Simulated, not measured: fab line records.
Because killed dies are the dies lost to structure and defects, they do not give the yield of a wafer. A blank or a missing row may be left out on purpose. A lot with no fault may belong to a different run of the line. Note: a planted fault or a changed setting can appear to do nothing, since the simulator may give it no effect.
Code-filled problem report in 8D (eight disciplines) form || flow nand_harc || the parts of the form that need people (team, actions taken, sign-off) are left out

== 1. THE PROBLEM ==
Mean of run_length_s at NHARC_A_WL_FILL_ETCHBACK_17: 40.5 s across 2 wafers in 2 lots; on wafers with no fault it is 48.2 s (standard deviation 0.38). Measured from the usual mean, that is -20 standard deviations.
The step: etches the open film in Cl2/BCl3, target depth 4 nm, time 26.7 s.
Earliest sighting: wafer L792.2 on rie_metal-01 at day 28 01:14. At this step, 35 wafers from 12 lots have a number in the record. By rule, "out" or "out of limits" means more than 4 standard deviations away from the usual mean. The other wafers with a number count as sound.

== 2. WHAT IT IS; WHAT IT IS NOT ==
{"question": "which readings at this step", "is": "run_length_s", "is not": "drypump_motor_current_A, he_backside_leak_sccm, oes_product_au"}
{"question": "which lots", "is": "L792, L795", "is not": "L776, L777, L778, L780, L781, L782, L785, L788, L798, L799"}
{"question": "which wafers of those lots", "is": "L792.2, L795.2", "is not": "L792.3, L795.1, L795.3"}
{"question": "read on which tools", "is": "rie_metal-01", "is not": "rie_metal-02, rie_metal-03"}
{"question": "when", "is": "from day 28 01:14", "is not": "up to then (25 sound wafers); but 8 sound wafers of L795, L798, L799 came after"}

== 3. THE SUSPECTS, EACH WITH WHAT RULES IT OUT ==
Counting: any tool at a process step up to the reading remains a suspect provided it ran every lot that is out. Sound lots after the first of them don't rule it out here, since some wafers of a struck lot are sound.
- ald_hk-04 at NHARC_A_WL_FILL_ALD_10 (deposits SiO2, target thk 50 nm, pulse time 10 s, ald cycles 500): kept. It ran every lot that is out, first L792 (day 27 20:25); its last sound lot up to then is L785 (day 25 08:02).
- rie_metal-01 at NHARC_A_WL_FILL_ETCHBACK_17 (etches the open film in Cl2/BCl3, target depth 4 nm, time 26.7 s): kept. It ran every lot that is out, first L792 (day 28 01:14); its last sound lot up to then is L785 (day 25 12:56). Out on those wafers are its own readings of run_length_s.
- In ald_hk-04 at NHARC_A_WL_FILL_ALD_10, the wafers that are out were processed in chamber 3 and their sound lot-mates in chambers 0, 1, 2.
Remaining after the count are ald_hk-04 at NHARC_A_WL_FILL_ALD_10 and rie_metal-01 at NHARC_A_WL_FILL_ETCHBACK_17.

== 4. THE CAUSE (what the simulator had put in) ==
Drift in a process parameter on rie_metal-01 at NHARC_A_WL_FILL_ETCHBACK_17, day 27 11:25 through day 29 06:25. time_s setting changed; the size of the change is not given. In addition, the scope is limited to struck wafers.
Of the 2 suspects that counting leaves, this tool is one.

== 5. THE EFFECT CHAIN, in route order ==
Rows list readings where the struck wafers' mean (over those with a number) sits beyond 3 standard deviations from the usual. Only readings for which the record gives a usual standard deviation are gone through. hours: the time from each lot's start at the first step in this table that gives one to its start at this step, as a median over the lots. sigmas: the change in usual standard deviations.
{"hours": 0, "step": "NHARC_A_WL_FILL_ETCHBACK_17", "reading": "run_length_s", "usual": "48.2 s", "on struck wafers": 40.5, "change": -7.8, "sigmas": -20}
Here are the process steps it includes:
- NHARC_A_WL_FILL_ETCHBACK_17: etches the open film in Cl2/BCl3, target depth 4 nm, time 26.7 s.
Later steps that measure or inspect, where all struck wafers having a row at the step show a number for every such reading and not one has moved that far: NHARC_END_SORT_01.

== 6. WHAT WOULD HAVE CAUGHT IT SOONER ==
In this record no reading fell out of limits until day 28 01:14, 14 hours after the fault had begun at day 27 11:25.
